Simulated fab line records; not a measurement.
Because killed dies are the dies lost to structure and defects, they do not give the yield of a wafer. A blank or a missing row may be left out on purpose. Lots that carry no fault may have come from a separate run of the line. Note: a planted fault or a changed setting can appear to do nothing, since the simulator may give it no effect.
Matching of chambers || flow nand_harc || NHARC_A_STAIRCASE_TRIM_220 on rie_diel-02: 4 sister chambers
The step chemistry O2, time 211.2 s. 18 wafers are shown with their chamber, then 9 later ones without.

## EACH WAFER AND ITS CHAMBER
{"wafer": "L075.2", "chamber": 0, "showerhead_plenum_p_Torr (Torr)": 3.61, "drypump_motor_current_A (A)": 5.6, "rf_vpp_V (V)": 58.9}
{"wafer": "L075.4", "chamber": 3, "showerhead_plenum_p_Torr (Torr)": 3.51, "drypump_motor_current_A (A)": 6.2, "rf_vpp_V (V)": 56.8}
{"wafer": "L075.5", "chamber": 1, "showerhead_plenum_p_Torr (Torr)": 3.41, "drypump_motor_current_A (A)": 6.0, "rf_vpp_V (V)": 59.4}
{"wafer": "L075.1", "chamber": 1, "showerhead_plenum_p_Torr (Torr)": 3.42, "drypump_motor_current_A (A)": 6.0, "rf_vpp_V (V)": 57.5}
{"wafer": "L075.3", "chamber": 2, "showerhead_plenum_p_Torr (Torr)": 3.34, "drypump_motor_current_A (A)": 6.0, "rf_vpp_V (V)": 57.4}
{"wafer": "L075.6", "chamber": 0, "showerhead_plenum_p_Torr (Torr)": 3.61, "drypump_motor_current_A (A)": 5.6, "rf_vpp_V (V)": 58.9}
{"wafer": "L078.1", "chamber": 2, "showerhead_plenum_p_Torr (Torr)": 3.33, "drypump_motor_current_A (A)": 6.0, "rf_vpp_V (V)": 57.2}
{"wafer": "L078.3", "chamber": 3, "showerhead_plenum_p_Torr (Torr)": 3.51, "drypump_motor_current_A (A)": 6.2, "rf_vpp_V (V)": 56.9}
{"wafer": "L078.5", "chamber": 1, "showerhead_plenum_p_Torr (Torr)": 3.41, "drypump_motor_current_A (A)": 5.9, "rf_vpp_V (V)": 58.0}
{"wafer": "L078.2", "chamber": 1, "showerhead_plenum_p_Torr (Torr)": 3.41, "drypump_motor_current_A (A)": 5.9, "rf_vpp_V (V)": 57.9}
{"wafer": "L078.4", "chamber": 2, "showerhead_plenum_p_Torr (Torr)": 3.33, "drypump_motor_current_A (A)": 6.0, "rf_vpp_V (V)": 56.1}
{"wafer": "L078.6", "chamber": 3, "showerhead_plenum_p_Torr (Torr)": 3.51, "drypump_motor_current_A (A)": 6.1, "rf_vpp_V (V)": 57.7}
{"wafer": "L086.3", "chamber": 3, "showerhead_plenum_p_Torr (Torr)": 3.49, "drypump_motor_current_A (A)": 6.1, "rf_vpp_V (V)": 58.1}
{"wafer": "L086.5", "chamber": 2, "showerhead_plenum_p_Torr (Torr)": 3.32, "drypump_motor_current_A (A)": 6.0, "rf_vpp_V (V)": 58.1}
{"wafer": "L086.6", "chamber": 3, "showerhead_plenum_p_Torr (Torr)": 3.49, "drypump_motor_current_A (A)": 6.1, "rf_vpp_V (V)": 57.4}
{"wafer": "L088.2", "chamber": 0, "showerhead_plenum_p_Torr (Torr)": 3.58, "drypump_motor_current_A (A)": 5.6, "rf_vpp_V (V)": 58.4}
{"wafer": "L088.3", "chamber": 3, "showerhead_plenum_p_Torr (Torr)": 3.49, "drypump_motor_current_A (A)": 6.1, "rf_vpp_V (V)": 57.6}
{"wafer": "L088.4", "chamber": 2, "showerhead_plenum_p_Torr (Torr)": 3.31, "drypump_motor_current_A (A)": 6.0, "rf_vpp_V (V)": 57.8}

SIGNATURES, as means of the wafers listed above
{"reading": "showerhead_plenum_p_Torr", "chamber 0": 3.6000, "chamber 1": 3.4125, "chamber 2": 3.3260, "chamber 3": 3.5000, "scatter within a chamber": 0.0113}
{"reading": "drypump_motor_current_A", "chamber 0": 5.600, "chamber 1": 5.950, "chamber 2": 6.000, "chamber 3": 6.133, "scatter within a chamber": 0.0408}
{"reading": "rf_vpp_V", "chamber 0": 58.733, "chamber 1": 58.200, "chamber 2": 57.320, "chamber 3": 57.417, "scatter within a chamber": 0.644}
Rule: a wafer lies at a distance from a chamber equal to the root of the sum of squares, over the readings, of (its reading less the chamber's mean, divided by the reading's scatter). The wafer belongs to the nearest chamber; if the next one is less than 2 further off, it can't be placed. How the scatter is found: for the shown wafers, subtract from each reading the mean of its chamber, square and add these, divide the total by (wafers less chambers), then take the root.

## WAFERS WHOSE CHAMBER IS MISSING
{"wafer": "L091.1", "showerhead_plenum_p_Torr (Torr)": 3.48, "drypump_motor_current_A (A)": 6.1, "rf_vpp_V (V)": 56.7}
{"wafer": "L091.3", "showerhead_plenum_p_Torr (Torr)": 3.31, "drypump_motor_current_A (A)": 6.0, "rf_vpp_V (V)": 57.1}
{"wafer": "L091.5", "showerhead_plenum_p_Torr (Torr)": 3.38, "drypump_motor_current_A (A)": 6.0, "rf_vpp_V (V)": 57.7}
{"wafer": "L095.1", "showerhead_plenum_p_Torr (Torr)": 3.57, "drypump_motor_current_A (A)": 5.6, "rf_vpp_V (V)": 58.9}
{"wafer": "L095.2", "showerhead_plenum_p_Torr (Torr)": 3.30, "drypump_motor_current_A (A)": 6.0, "rf_vpp_V (V)": 55.9}
{"wafer": "L095.3", "showerhead_plenum_p_Torr (Torr)": 3.48, "drypump_motor_current_A (A)": 6.1, "rf_vpp_V (V)": 57.2}
{"wafer": "L095.4", "showerhead_plenum_p_Torr (Torr)": 3.38, "drypump_motor_current_A (A)": 6.0, "rf_vpp_V (V)": 57.5}
{"wafer": "L095.5", "showerhead_plenum_p_Torr (Torr)": 3.38, "drypump_motor_current_A (A)": 6.0, "rf_vpp_V (V)": 57.4}
{"wafer": "L095.6", "showerhead_plenum_p_Torr (Torr)": 3.57, "drypump_motor_current_A (A)": 5.6, "rf_vpp_V (V)": 57.3}

## EACH ONE'S CHAMBER
{"wafer": "L091.1", "from the rows above": 3, "in truth": 3}
{"wafer": "L091.3", "from the rows above": 2, "in truth": 2}
{"wafer": "L091.5", "from the rows above": "can't be placed: 1 or 2", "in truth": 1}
{"wafer": "L095.1", "from the rows above": 0, "in truth": 0}
{"wafer": "L095.2", "from the rows above": 2, "in truth": 2}
{"wafer": "L095.3", "from the rows above": 3, "in truth": 3}
{"wafer": "L095.4", "from the rows above": "can't be placed: 1 or 2", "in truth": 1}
{"wafer": "L095.5", "from the rows above": "can't be placed: 1 or 2", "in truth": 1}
{"wafer": "L095.6", "from the rows above": 0, "in truth": 0}
6 of 9 placed correctly. From these rows, 3 cannot be placed; in 3 the true chamber is one of the candidates. Wrongly placed: 0.
